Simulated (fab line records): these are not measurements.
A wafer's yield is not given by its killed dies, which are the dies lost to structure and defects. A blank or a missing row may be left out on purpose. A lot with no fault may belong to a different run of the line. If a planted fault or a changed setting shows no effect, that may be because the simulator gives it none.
fab line records / flow nandHarc
record lots=14 wafers=42 lastDay=33
route steps=1302 shown A_CHANNEL_FILL_D2@632 THIN_TSV@1261 END@1302
lots with no fault: from the same line, run without faults
startH: the number of hours between the record's first day and the start of the first shown wafer of the lot / waitH: how many hours have passed since the lot's step before this one / " as in the row above / L1.1+2: one row covering several wafers at once / - value missing, or start not given / * or withheld: withheld / < > ~ a bound
route shown NAME@n: NAME is a module with steps in the file, n the number in the route of the first one / usual: mean/standard deviation taken from wafers without a fault / same: alike in all rows / chamber/n: place in a boat / sites: per-site readings / _std_site: standard deviation of those values / _edge_site: outer sites' mean less inner sites' / radiusMm: how far each site lies from the wafer's centre / mask NAME#n: copy n / behind: the most recent tool/chamber to have shaped the wafer / hold: why the lot was held/for how many hours/how that ended / device: names the non-switching transistor (n, p or np) / end of line: the same wafers' tests at the end of the route / for a step that has no rows: nothing shown but its recipe / killed: at the first sort, the dies lost to defects and structure; wafer yield is something else / map: dies across one wafer; x = killed, . = not, _ = none there
set.NAME: the run value of the setting; set.NAME@STEP: its run value at that earlier step / model.NAME: the simulator's own value behind a step, which no gauge read
a sample of lots followed through the steps of the route, with each step as a table and each wafer as a row
services: from which hour (startH, from the record's first day; less than 0 if before it) a tool's chamber was out of use, for how many hours, and why
## steps
# step NHARC_A_CHANNEL_FILL_D2_CVD_09
# recipe targetThkA=1500 tempC=620 pressureMtorr=200 timeS=3000 material=poly-Si
lot.wafer=L989.4+5+6 tool=lpcvdPoly-03 chamber=0 startH=357.69 waitH=2.3
lot.wafer=L990.2+3+6 tool=lpcvdPoly-03 chamber=0 startH=377.47 waitH=2.2
lot.wafer=L991.2+4+5 tool=lpcvdPoly-03 chamber=0 startH=377.47 waitH=2.3
lot.wafer=L992.1+3+6 tool=lpcvdPoly-01 chamber=0 startH=387.23 waitH=2.3
lot.wafer=L995.2+3+4 tool=lpcvdPoly-02 chamber=0 startH=420.22 waitH=2.4
lot.wafer=L996.1+3+5 tool=lpcvdPoly-01 chamber=0 startH=435.36 waitH=2.3
lot.wafer=L997.3+5+6 tool=lpcvdPoly-02 chamber=0 startH=444.54 waitH=2.4
lot.wafer=L998.2+3+6 tool=lpcvdPoly-03 chamber=0 startH=457.17 waitH=2.3
lot.wafer=L999.2+4+5 tool=lpcvdPoly-03 chamber=0 startH=457.17 waitH=2.3
lot.wafer=L102.2+3+6 tool=lpcvdPoly-03 chamber=0 startH=491.73 waitH=2.3
lot.wafer=L106.1+3+5 tool=lpcvdPoly-03 chamber=0 startH=528.72 waitH=2.3
lot.wafer=L107.1+2+4 tool=lpcvdPoly-03 chamber=0 startH=537.42 waitH=2.3
lot.wafer=L109.1+3+4 tool=lpcvdPoly-01 chamber=0 startH=559.54 waitH=2.3
lot.wafer=L111.1+3+4 tool=lpcvdPoly-02 chamber=0 startH=572.10 waitH=2.4
# step NHARC_THIN_TSV_DESCUM_14
# recipe timeS=3 o2FlowSccm=200 arFlowSccm=0 biasPowerW=0 chemistry=O2
# usual drypumpMotorCurrentA=5.9/0.48 oesProductAu=0.997/0.0079 rfVppV=57.9/0.85 showerheadPlenumPTorr=1.92/0.099 throttleValvePct=11.310/0.0081
lot.wafer=L989.4 tool=rieDiel-05 chamber=1 startH=561.97 waitH=- drypumpMotorCurrentA=6.8 oesProductAu=0.990 rfHoursCounterH=9 rfVppV=57.9 showerheadPlenumPTorr=1.92 throttleValvePct=11.312
lot.wafer=L989.6 tool=rieDiel-05 chamber=1 startH=561.97 waitH=- drypumpMotorCurrentA=6.8 oesProductAu=0.994 rfHoursCounterH=- rfVppV=57.6 showerheadPlenumPTorr=1.92 throttleValvePct=11.319
lot.wafer=L989.5 tool=rieDiel-05 chamber=2 startH=561.97 waitH=- drypumpMotorCurrentA=6.1 oesProductAu=1.001 rfHoursCounterH=- rfVppV=57.1 showerheadPlenumPTorr=1.80 throttleValvePct=11.319
lot.wafer=L990.3 tool=rieDiel-13 chamber=0 startH=576.49 waitH=- drypumpMotorCurrentA=5.1 oesProductAu=0.992 rfHoursCounterH=1 rfVppV=57.2 showerheadPlenumPTorr=2.05 throttleValvePct=11.300
lot.wafer=L990.2 tool=rieDiel-13 chamber=1 startH=576.49 waitH=- drypumpMotorCurrentA=6.0 oesProductAu=0.991 rfHoursCounterH=1 rfVppV=57.2 showerheadPlenumPTorr=1.85 throttleValvePct=11.306
lot.wafer=L990.6 tool=rieDiel-13 chamber=3 startH=576.49 waitH=- drypumpMotorCurrentA=5.9 oesProductAu=0.991 rfHoursCounterH=- rfVppV=57.9 showerheadPlenumPTorr=1.99 throttleValvePct=11.314
lot.wafer=L991.4 tool=rieDiel-13 chamber=2 startH=577.67 waitH=- drypumpMotorCurrentA=5.4 oesProductAu=0.997 rfHoursCounterH=2 rfVppV=58.8 showerheadPlenumPTorr=2.02 throttleValvePct=11.316
lot.wafer=L991.2 tool=rieDiel-13 chamber=1 startH=577.67 waitH=- drypumpMotorCurrentA=6.0 oesProductAu=0.996 rfHoursCounterH=2 rfVppV=57.0 showerheadPlenumPTorr=1.85 throttleValvePct=11.312
lot.wafer=L991.5 tool=rieDiel-13 chamber=3 startH=577.67 waitH=- drypumpMotorCurrentA=5.9 oesProductAu=0.999 rfHoursCounterH=- rfVppV=59.4 showerheadPlenumPTorr=1.99 throttleValvePct=11.319
lot.wafer=L992.3 tool=rieDiel-05 chamber=1 startH=597.62 waitH=- drypumpMotorCurrentA=6.7 oesProductAu=1.000 rfHoursCounterH=1 rfVppV=57.7 showerheadPlenumPTorr=1.92 throttleValvePct=11.307
lot.wafer=L992.1 tool=rieDiel-05 chamber=2 startH=597.62 waitH=- drypumpMotorCurrentA=6.1 oesProductAu=1.000 rfHoursCounterH=1 rfVppV=56.8 showerheadPlenumPTorr=1.80 throttleValvePct=11.309
lot.wafer=L992.6 tool=rieDiel-05 chamber=0 startH=597.62 waitH=- drypumpMotorCurrentA=6.1 oesProductAu=0.991 rfHoursCounterH=- rfVppV=60.0 showerheadPlenumPTorr=2.05 throttleValvePct=11.301
lot.wafer=L995.4 tool=rieDiel-05 chamber=3 startH=620.12 waitH=- drypumpMotorCurrentA=5.7 oesProductAu=1.005 rfHoursCounterH=2 rfVppV=58.2 showerheadPlenumPTorr=1.82 throttleValvePct=11.306
lot.wafer=L995.3 tool=rieDiel-05 chamber=0 startH=620.12 waitH=- drypumpMotorCurrentA=6.1 oesProductAu=0.995 rfHoursCounterH=2 rfVppV=59.2 showerheadPlenumPTorr=2.05 throttleValvePct=11.325
lot.wafer=L995.2 tool=rieDiel-05 chamber=1 startH=620.12 waitH=- drypumpMotorCurrentA=6.8 oesProductAu=0.994 rfHoursCounterH=2 rfVppV=58.4 showerheadPlenumPTorr=1.92 throttleValvePct=11.317
lot.wafer=L996.3 tool=rieDiel-05 chamber=2 startH=632.82 waitH=- drypumpMotorCurrentA=6.1 oesProductAu=1.010 rfHoursCounterH=4 rfVppV=57.8 showerheadPlenumPTorr=1.80 throttleValvePct=11.316
lot.wafer=L996.1 tool=rieDiel-05 chamber=0 startH=632.82 waitH=- drypumpMotorCurrentA=6.1 oesProductAu=1.012 rfHoursCounterH=4 rfVppV=57.7 showerheadPlenumPTorr=2.05 throttleValvePct=11.315
lot.wafer=L996.5 tool=rieDiel-05 chamber=1 startH=632.82 waitH=- drypumpMotorCurrentA=6.7 oesProductAu=0.992 rfHoursCounterH=- rfVppV=58.8 showerheadPlenumPTorr=1.92 throttleValvePct=11.293
lot.wafer=L997.3 tool=rieDiel-13 chamber=2 startH=640.49 waitH=- drypumpMotorCurrentA=5.3 oesProductAu=0.994 rfHoursCounterH=5 rfVppV=57.4 showerheadPlenumPTorr=2.02 throttleValvePct=11.298
lot.wafer=L997.6 tool=rieDiel-13 chamber=2 startH=640.49 waitH=- drypumpMotorCurrentA=5.4 oesProductAu=0.990 rfHoursCounterH=- rfVppV=58.1 showerheadPlenumPTorr=2.02 throttleValvePct=11.308
lot.wafer=L997.5 tool=rieDiel-13 chamber=3 startH=640.49 waitH=- drypumpMotorCurrentA=5.9 oesProductAu=0.999 rfHoursCounterH=- rfVppV=59.6 showerheadPlenumPTorr=1.99 throttleValvePct=11.303
lot.wafer=L998.3 tool=rieDiel-05 chamber=1 startH=651.64 waitH=- drypumpMotorCurrentA=6.7 oesProductAu=1.003 rfHoursCounterH=4 rfVppV=57.5 showerheadPlenumPTorr=1.92 throttleValvePct=11.305
lot.wafer=L998.2 tool=rieDiel-05 chamber=3 startH=651.64 waitH=- drypumpMotorCurrentA=5.7 oesProductAu=0.996 rfHoursCounterH=5 rfVppV=58.0 showerheadPlenumPTorr=1.82 throttleValvePct=11.307
lot.wafer=L998.6 tool=rieDiel-05 chamber=1 startH=651.64 waitH=- drypumpMotorCurrentA=6.8 oesProductAu=0.999 rfHoursCounterH=- rfVppV=58.2 showerheadPlenumPTorr=1.92 throttleValvePct=11.314
lot.wafer=L999.2 tool=rieDiel-13 chamber=2 startH=652.65 waitH=- drypumpMotorCurrentA=5.4 oesProductAu=1.005 rfHoursCounterH=5 rfVppV=58.9 showerheadPlenumPTorr=2.02 throttleValvePct=11.309
lot.wafer=L999.4 tool=rieDiel-13 chamber=2 startH=652.65 waitH=- drypumpMotorCurrentA=5.4 oesProductAu=0.981 rfHoursCounterH=- rfVppV=57.7 showerheadPlenumPTorr=2.02 throttleValvePct=11.298
lot.wafer=L999.5 tool=rieDiel-13 chamber=3 startH=652.65 waitH=- drypumpMotorCurrentA=5.9 oesProductAu=0.995 rfHoursCounterH=- rfVppV=58.1 showerheadPlenumPTorr=1.98 throttleValvePct=11.323
lot.wafer=L102.3 tool=rieDiel-13 chamber=0 startH=695.36 waitH=- drypumpMotorCurrentA=5.1 oesProductAu=1.003 rfHoursCounterH=9 rfVppV=58.0 showerheadPlenumPTorr=2.05 throttleValvePct=11.314
lot.wafer=L102.2 tool=rieDiel-13 chamber=1 startH=695.36 waitH=- drypumpMotorCurrentA=6.0 oesProductAu=0.997 rfHoursCounterH=8 rfVppV=56.7 showerheadPlenumPTorr=1.85 throttleValvePct=11.320
lot.wafer=L102.6 tool=rieDiel-13 chamber=2 startH=695.36 waitH=- drypumpMotorCurrentA=5.3 oesProductAu=0.991 rfHoursCounterH=- rfVppV=58.6 showerheadPlenumPTorr=2.02 throttleValvePct=11.323
lot.wafer=L106.1 tool=rieDiel-05 chamber=3 startH=722.27 waitH=- drypumpMotorCurrentA=5.7 oesProductAu=1.011 rfHoursCounterH=9 rfVppV=58.4 showerheadPlenumPTorr=1.81 throttleValvePct=11.312
lot.wafer=L106.3 tool=rieDiel-05 chamber=1 startH=722.27 waitH=- drypumpMotorCurrentA=6.7 oesProductAu=1.009 rfHoursCounterH=9 rfVppV=59.6 showerheadPlenumPTorr=1.92 throttleValvePct=11.314
lot.wafer=L106.5 tool=rieDiel-05 chamber=2 startH=722.27 waitH=- drypumpMotorCurrentA=6.1 oesProductAu=1.008 rfHoursCounterH=- rfVppV=57.6 showerheadPlenumPTorr=1.80 throttleValvePct=11.316
lot.wafer=L107.2 tool=rieDiel-05 chamber=3 startH=747.00 waitH=- drypumpMotorCurrentA=5.8 oesProductAu=1.003 rfHoursCounterH=12 rfVppV=58.6 showerheadPlenumPTorr=1.81 throttleValvePct=11.310
lot.wafer=L107.1 tool=rieDiel-05 chamber=0 startH=747.00 waitH=- drypumpMotorCurrentA=6.0 oesProductAu=0.996 rfHoursCounterH=10 rfVppV=58.5 showerheadPlenumPTorr=2.05 throttleValvePct=11.303
lot.wafer=L107.4 tool=rieDiel-05 chamber=1 startH=747.00 waitH=- drypumpMotorCurrentA=6.8 oesProductAu=0.982 rfHoursCounterH=11 rfVppV=57.2 showerheadPlenumPTorr=1.92 throttleValvePct=11.306
lot.wafer=L109.1 tool=rieDiel-13 chamber=0 startH=764.37 waitH=- drypumpMotorCurrentA=5.1 oesProductAu=0.990 rfHoursCounterH=2 rfVppV=58.6 showerheadPlenumPTorr=2.05 throttleValvePct=11.306
lot.wafer=L109.3 tool=rieDiel-13 chamber=1 startH=764.37 waitH=- drypumpMotorCurrentA=6.0 oesProductAu=1.004 rfHoursCounterH=3 rfVppV=57.2 showerheadPlenumPTorr=1.85 throttleValvePct=11.312
lot.wafer=L109.4 tool=rieDiel-13 chamber=3 startH=764.37 waitH=- drypumpMotorCurrentA=5.9 oesProductAu=0.993 rfHoursCounterH=2 rfVppV=57.6 showerheadPlenumPTorr=1.98 throttleValvePct=11.307
lot.wafer=L111.3 tool=rieDiel-05 chamber=2 startH=772.86 waitH=- drypumpMotorCurrentA=6.1 oesProductAu=1.002 rfHoursCounterH=0 rfVppV=57.4 showerheadPlenumPTorr=1.80 throttleValvePct=11.310
lot.wafer=L111.1 tool=rieDiel-05 chamber=3 startH=772.86 waitH=- drypumpMotorCurrentA=5.8 oesProductAu=0.998 rfHoursCounterH=0 rfVppV=58.0 showerheadPlenumPTorr=1.81 throttleValvePct=11.322
lot.wafer=L111.4 tool=rieDiel-05 chamber=0 startH=772.86 waitH=- drypumpMotorCurrentA=6.1 oesProductAu=0.998 rfHoursCounterH=0 rfVppV=56.7 showerheadPlenumPTorr=2.05 throttleValvePct=11.298
# step NHARC_THIN_TSV_PVD_51
# recipe targetThkA=1000 chamberPressurePa=5 material=Cu
# usual throttleValvePct=30.1/0.87
lot.wafer=L989.4 tool=pvdSputter-02 chamber=- startH=- waitH=- throttleValvePct=30.2
lot.wafer=L989.6 tool=pvdSputter-02 chamber=- startH=- waitH=- throttleValvePct=30.0
lot.wafer=L989.5 tool=pvdSputter-02 chamber=- startH=- waitH=- throttleValvePct=27.8
lot.wafer=L990.3 tool=pvdSputter-02 chamber=- startH=- waitH=- throttleValvePct=31.0
lot.wafer=L990.2 tool=pvdSputter-02 chamber=- startH=- waitH=- throttleValvePct=30.3
lot.wafer=L990.6 tool=pvdSputter-02 chamber=- startH=- waitH=- throttleValvePct=30.9
lot.wafer=L991.2 tool=pvdSputter-03 chamber=- startH=- waitH=- throttleValvePct=30.1
lot.wafer=L991.4 tool=pvdSputter-03 chamber=- startH=- waitH=- throttleValvePct=29.7
lot.wafer=L991.5 tool=pvdSputter-03 chamber=- startH=- waitH=- throttleValvePct=30.3
lot.wafer=L992.3 tool=pvdSputter-03 chamber=- startH=- waitH=- throttleValvePct=29.9
lot.wafer=L992.1 tool=pvdSputter-03 chamber=- startH=- waitH=- throttleValvePct=30.2
lot.wafer=L992.6 tool=pvdSputter-03 chamber=- startH=- waitH=- throttleValvePct=31.0
lot.wafer=L995.4 tool=pvdSputter-02 chamber=- startH=- waitH=- throttleValvePct=29.9
lot.wafer=L995.3 tool=pvdSputter-02 chamber=- startH=- waitH=- throttleValvePct=29.9
lot.wafer=L995.2 tool=pvdSputter-02 chamber=- startH=- waitH=- throttleValvePct=31.2
lot.wafer=L996.3 tool=pvdSputter-02 chamber=- startH=- waitH=- throttleValvePct=27.5
lot.wafer=L996.1 tool=pvdSputter-02 chamber=- startH=- waitH=- throttleValvePct=31.2
lot.wafer=L996.5 tool=pvdSputter-02 chamber=- startH=- waitH=- throttleValvePct=30.3
lot.wafer=L997.3 tool=pvdSputter-01 chamber=- startH=- waitH=- throttleValvePct=30.5
lot.wafer=L997.5 tool=pvdSputter-01 chamber=- startH=- waitH=- throttleValvePct=30.5
lot.wafer=L997.6 tool=pvdSputter-01 chamber=- startH=- waitH=- throttleValvePct=30.7
lot.wafer=L998.2 tool=pvdSputter-03 chamber=- startH=- waitH=- throttleValvePct=30.2
lot.wafer=L998.3 tool=pvdSputter-03 chamber=- startH=- waitH=- throttleValvePct=30.4
lot.wafer=L998.6 tool=pvdSputter-03 chamber=- startH=- waitH=- throttleValvePct=29.5
lot.wafer=L999.4 tool=pvdSputter-03 chamber=- startH=- waitH=- throttleValvePct=30.4
lot.wafer=L999.2 tool=pvdSputter-03 chamber=- startH=- waitH=- throttleValvePct=31.3
lot.wafer=L999.5 tool=pvdSputter-03 chamber=- startH=- waitH=- throttleValvePct=30.0
lot.wafer=L102.3 tool=pvdSputter-01 chamber=- startH=- waitH=- throttleValvePct=30.8
lot.wafer=L102.2 tool=pvdSputter-01 chamber=- startH=- waitH=- throttleValvePct=30.5
lot.wafer=L102.6 tool=pvdSputter-01 chamber=- startH=- waitH=- throttleValvePct=30.7
lot.wafer=L106.3 tool=pvdSputter-03 chamber=- startH=- waitH=- throttleValvePct=28.4
lot.wafer=L106.1 tool=pvdSputter-03 chamber=- startH=- waitH=- throttleValvePct=31.2
lot.wafer=L106.5 tool=pvdSputter-03 chamber=- startH=- waitH=- throttleValvePct=28.8
lot.wafer=L107.1 tool=pvdSputter-01 chamber=- startH=- waitH=- throttleValvePct=30.6
lot.wafer=L107.2 tool=pvdSputter-01 chamber=- startH=- waitH=- throttleValvePct=30.1
lot.wafer=L107.4 tool=pvdSputter-01 chamber=- startH=- waitH=- throttleValvePct=30.5
lot.wafer=L109.1 tool=pvdSputter-03 chamber=- startH=- waitH=- throttleValvePct=28.8
lot.wafer=L109.4 tool=pvdSputter-03 chamber=- startH=- waitH=- throttleValvePct=30.8
lot.wafer=L109.3 tool=pvdSputter-03 chamber=- startH=- waitH=- throttleValvePct=31.4
lot.wafer=L111.1 tool=pvdSputter-02 chamber=- startH=- waitH=- throttleValvePct=28.0
lot.wafer=L111.3 tool=pvdSputter-02 chamber=- startH=- waitH=- throttleValvePct=30.6
lot.wafer=L111.4 tool=pvdSputter-02 chamber=- startH=- waitH=- throttleValvePct=30.1
# step NHARC_THIN_TSV_CD_MEAS_33
# recipe targetCdNm=5000 landingEnergyEv=500
# usual cdNm=4999.9/1.6
# same landingEnergyEv=500
lot.wafer=L989.4 tool=cdSem-02 chamber=0 startH=567.58 waitH=- cdNm=5001.1
lot.wafer=L989.5 tool=cdSem-02 chamber=0 startH=567.58 waitH=- cdNm=5001.7
lot.wafer=L989.6 tool=cdSem-02 chamber=0 startH=567.58 waitH=- cdNm=5000.6
lot.wafer=L990.2 tool=cdSem-02 chamber=0 startH=582.11 waitH=- cdNm=4998.8
lot.wafer=L990.3 tool=cdSem-02 chamber=0 startH=582.11 waitH=- cdNm=4998.3
lot.wafer=L990.6 tool=cdSem-02 chamber=0 startH=582.11 waitH=- cdNm=4996.9
lot.wafer=L991.2 tool=cdSem-03 chamber=0 startH=583.46 waitH=- cdNm=5003.5
lot.wafer=L991.4 tool=cdSem-03 chamber=0 startH=583.46 waitH=- cdNm=5000.7
lot.wafer=L991.5 tool=cdSem-03 chamber=0 startH=583.46 waitH=- cdNm=5000.8
lot.wafer=L992.1 tool=cdSem-03 chamber=0 startH=603.35 waitH=- cdNm=4998.2
lot.wafer=L992.3 tool=cdSem-03 chamber=0 startH=603.35 waitH=- cdNm=4996.6
lot.wafer=L992.6 tool=cdSem-03 chamber=0 startH=603.35 waitH=- cdNm=4999.6
lot.wafer=L995.2 tool=cdSem-01 chamber=0 startH=626.02 waitH=- cdNm=5000.8
lot.wafer=L995.3 tool=cdSem-01 chamber=0 startH=626.02 waitH=- cdNm=5000.2
lot.wafer=L995.4 tool=cdSem-01 chamber=0 startH=626.02 waitH=- cdNm=4998.3
lot.wafer=L996.1 tool=cdSem-01 chamber=0 startH=638.57 waitH=- cdNm=4997.7
lot.wafer=L996.3 tool=cdSem-01 chamber=0 startH=638.57 waitH=- cdNm=4998.6
lot.wafer=L996.5 tool=cdSem-01 chamber=0 startH=638.57 waitH=- cdNm=4996.9
lot.wafer=L997.3 tool=cdSem-01 chamber=0 startH=646.25 waitH=- cdNm=4999.8
lot.wafer=L997.5 tool=cdSem-01 chamber=0 startH=646.25 waitH=- cdNm=5000.3
lot.wafer=L997.6 tool=cdSem-01 chamber=0 startH=646.25 waitH=- cdNm=4999.1
lot.wafer=L998.2 tool=cdSem-01 chamber=0 startH=657.74 waitH=- cdNm=5000.2
lot.wafer=L998.3 tool=cdSem-01 chamber=0 startH=657.74 waitH=- cdNm=4999.7
lot.wafer=L998.6 tool=cdSem-01 chamber=0 startH=657.74 waitH=- cdNm=5000.1
lot.wafer=L999.2 tool=cdSem-01 chamber=0 startH=658.57 waitH=- cdNm=5001.1
lot.wafer=L999.4 tool=cdSem-01 chamber=0 startH=658.57 waitH=- cdNm=5001.1
lot.wafer=L999.5 tool=cdSem-01 chamber=0 startH=658.57 waitH=- cdNm=5001.0
lot.wafer=L102.2 tool=cdSem-03 chamber=0 startH=700.95 waitH=- cdNm=4996.9
lot.wafer=L102.3 tool=cdSem-03 chamber=0 startH=700.95 waitH=- cdNm=4997.0
lot.wafer=L102.6 tool=cdSem-03 chamber=0 startH=700.95 waitH=- cdNm=4995.0
lot.wafer=L106.1 tool=cdSem-03 chamber=0 startH=728.00 waitH=- cdNm=4997.5
lot.wafer=L106.3 tool=cdSem-03 chamber=0 startH=728.00 waitH=- cdNm=4998.6
lot.wafer=L106.5 tool=cdSem-03 chamber=0 startH=728.00 waitH=- cdNm=4998.6
lot.wafer=L107.1 tool=cdSem-01 chamber=0 startH=752.60 waitH=- cdNm=5000.2
lot.wafer=L107.2 tool=cdSem-01 chamber=0 startH=752.60 waitH=- cdNm=4999.9
lot.wafer=L107.4 tool=cdSem-01 chamber=0 startH=752.60 waitH=- cdNm=5001.7
lot.wafer=L109.1 tool=cdSem-02 chamber=0 startH=770.13 waitH=- cdNm=5000.7
lot.wafer=L109.3 tool=cdSem-02 chamber=0 startH=770.13 waitH=- cdNm=5001.5
lot.wafer=L109.4 tool=cdSem-02 chamber=0 startH=770.13 waitH=- cdNm=5003.2
lot.wafer=L111.1 tool=cdSem-02 chamber=0 startH=778.68 waitH=- cdNm=4998.8
lot.wafer=L111.3 tool=cdSem-02 chamber=0 startH=778.68 waitH=- cdNm=4998.7
lot.wafer=L111.4 tool=cdSem-02 chamber=0 startH=778.68 waitH=- cdNm=4998.5
# step NHARC_END_SORT_01
# recipe tempC=25
# usual killedAtArray=55/17 killedAtOther=1.1/1.4 killedAtPeriphery=3.9/3 killedDies=59/17 killedOpen=3.5/2 killedShort=2.6/1.6
# same grossDies=677
lot.wafer=L106.1 tool=prober-02 chamber=0 startH=737.09 waitH=2.5 killedAtArray=155 killedAtOther=0 killedAtPeriphery=5 killedDies=160 killedOpen=5 killedShort=0
lot.wafer=L106.3 tool=prober-02 chamber=0 startH=738.72 waitH=3.1 killedAtArray=163 killedAtOther=0 killedAtPeriphery=5 killedDies=168 killedOpen=2 killedShort=3
lot.wafer=L106.5 tool=prober-02 chamber=0 startH=740.35 waitH=3.8 killedAtArray=160 killedAtOther=0 killedAtPeriphery=6 killedDies=166 killedOpen=2 killedShort=1
lot.wafer=L107.1 tool=prober-01 chamber=0 startH=764.37 waitH=2.5 killedAtArray=156 killedAtOther=0 killedAtPeriphery=5 killedDies=161 killedOpen=2 killedShort=2
lot.wafer=L107.2 tool=prober-01 chamber=0 startH=765.19 waitH=2.8 killedAtArray=166 killedAtOther=0 killedAtPeriphery=1 killedDies=167 killedOpen=2 killedShort=0
lot.wafer=L107.4 tool=prober-01 chamber=0 startH=766.83 waitH=3.5 killedAtArray=174 killedAtOther=0 killedAtPeriphery=5 killedDies=179 killedOpen=4 killedShort=2
# killed by level:class
L106.1 A_CHANNEL_FILL_D2:unspecified=90 A_SLIT:chamberFilmFlake=37 A_CHANNEL_HOLE_D1:chamberFilmFlake=18 P_M2:chamberFilmFlake=2 A_STAIRCASE:chamberFilmFlake=2 P_CONTACT:geometricParticle:open=1 A_CHANNEL_HOLE_D1:geometricParticle:open=1 A_CHANNEL_FILL_D1:geometricParticle:open=1
L106.3 A_CHANNEL_FILL_D2:unspecified=88 A_SLIT:chamberFilmFlake=39 A_CHANNEL_HOLE_D1:chamberFilmFlake=25 A_STAIRCASE:chamberFilmFlake=3 A_WL_FILL:chamberFilmFlake=3 A_CHANNEL_HOLE_D1:geometricParticle:short=2 P_BONDPAD:chamberFilmFlake=2 P_M1:geometricParticle:open=1
L106.5 A_CHANNEL_FILL_D2:unspecified=91 A_SLIT:chamberFilmFlake=36 A_CHANNEL_HOLE_D1:chamberFilmFlake=26 P_M2:chamberFilmFlake=3 P_CONTACT:chamberFilmFlake=2 A_WL_FILL:chamberFilmFlake=2 A_ONON_D1:geometricParticle:short=1 A_SGD_CUT:geometricParticle:open=1
L107.1 A_CHANNEL_FILL_D2:unspecified=98 A_SLIT:chamberFilmFlake=21 A_CHANNEL_HOLE_D2:chamberFilmFlake=20 A_CHANNEL_HOLE_D1:chamberFilmFlake=6 A_CONTACT:chamberFilmFlake=4 P_ZERO_WELL:chamberFilmFlake=2 A_CHANNEL_HOLE_D1:geometricParticle:short=1 A_CHANNEL_HOLE_D2:geometricParticle:open=1
L107.2 A_CHANNEL_FILL_D2:unspecified=91 A_SLIT:chamberFilmFlake=31 A_CHANNEL_HOLE_D2:chamberFilmFlake=24 A_CHANNEL_HOLE_D1:chamberFilmFlake=9 A_CONTACT:chamberFilmFlake=6 A_STAIRCASE:chamberFilmFlake=2 A_WL_FILL:chamberFilmFlake=2 P_M1:geometricParticle:open=1
L107.4 A_CHANNEL_FILL_D2:unspecified=95 A_SLIT:chamberFilmFlake=36 A_CHANNEL_HOLE_D2:chamberFilmFlake=24 A_CHANNEL_HOLE_D1:chamberFilmFlake=8 A_CONTACT:chamberFilmFlake=3 P_CONTACT:geometricParticle:open=2 A_M0:geometricParticle:open=2 A_WL_FILL:chamberFilmFlake=2
## services
tool=rieDiel-13 chamber=- startH=342.03 hours=9.0 kind=pm
tool=pvdSputter-03 chamber=- startH=348.06 hours=10.0 kind=pm
tool=pvdSputter-03 chamber=- startH=366.54 hours=0.7 kind=repair
tool=lpcvdPoly-03 chamber=- startH=386.00 hours=26.0 kind=pm
tool=pvdSputter-03 chamber=- startH=386.61 hours=1.8 kind=repair
tool=rieDiel-05 chamber=- startH=406.87 hours=9.0 kind=pm
tool=rieDiel-13 chamber=3 startH=456.70 hours=6.9 kind=repair
tool=pvdSputter-03 chamber=- startH=469.27 hours=3.2 kind=repair
tool=lpcvdPoly-03 chamber=- startH=475.06 hours=4.2 kind=repair
tool=rieDiel-05 chamber=1 startH=494.86 hours=8.4 kind=repair
tool=rieDiel-13 chamber=- startH=519.08 hours=9.0 kind=pm
tool=pvdSputter-03 chamber=- startH=526.06 hours=10.0 kind=pm
tool=rieDiel-13 chamber=1 startH=530.45 hours=3.8 kind=repair
tool=rieDiel-05 chamber=- startH=583.87 hours=9.0 kind=pm
tool=rieDiel-13 chamber=2 startH=609.33 hours=8.8 kind=repair
tool=pvdSputter-03 chamber=- startH=638.34 hours=1.9 kind=repair
tool=rieDiel-13 chamber=1 startH=650.68 hours=2.6 kind=repair
tool=rieDiel-05 chamber=0 startH=651.53 hours=7.3 kind=repair
tool=rieDiel-13 chamber=- startH=696.08 hours=9.0 kind=pm
tool=rieDiel-05 chamber=1 startH=702.89 hours=3.8 kind=repair
tool=pvdSputter-03 chamber=- startH=704.06 hours=10.0 kind=pm
tool=rieDiel-05 chamber=0 startH=709.48 hours=2.7 kind=repair
tool=pvdSputter-03 chamber=- startH=725.93 hours=1.1 kind=repair
tool=rieDiel-05 chamber=- startH=760.87 hours=9.0 kind=pm
## key
firstSign step=NHARC_END_SORT_01 reading=killedAtArray direction=up sigmas=6.4 usual=55 struck=162
effect step=NHARC_END_SORT_01 reading=killedDies direction=up sigmas=6.3 usual=59 struck=167
moreKillsBornAt NHARC_A_CHANNEL_FILL_D2_CVD_09@lpcvdPoly-03=553
metAt NHARC_A_CHANNEL_FILL_D2_CVD_09
struckLots L106,L107
testerLeftOut L106,L107
notActingAt NHARC_THIN_TSV_DESCUM_14,NHARC_THIN_TSV_PVD_51,NHARC_THIN_TSV_CD_MEAS_33
onsetBetween 491.73 528.72
earlierFault kind=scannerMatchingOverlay tool=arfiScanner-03 chamber=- onsetH=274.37 steps=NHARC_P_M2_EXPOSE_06 offset=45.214
fault kind=chamberParticleSource tool=lpcvdPoly-03 chamber=- onsetH=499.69 steps=NHARC_A_CHANNEL_FILL_D2_CVD_09 ratePerVisitCm2=1.3603
# testerLeftOut: of these lots the tester's yield and bins aren't shown, on N5 and GAA mostly nor the transistor test; their killed dies are dies lost to structure and defects alone, not to doping, threshold or leakage, so they don't give the yield
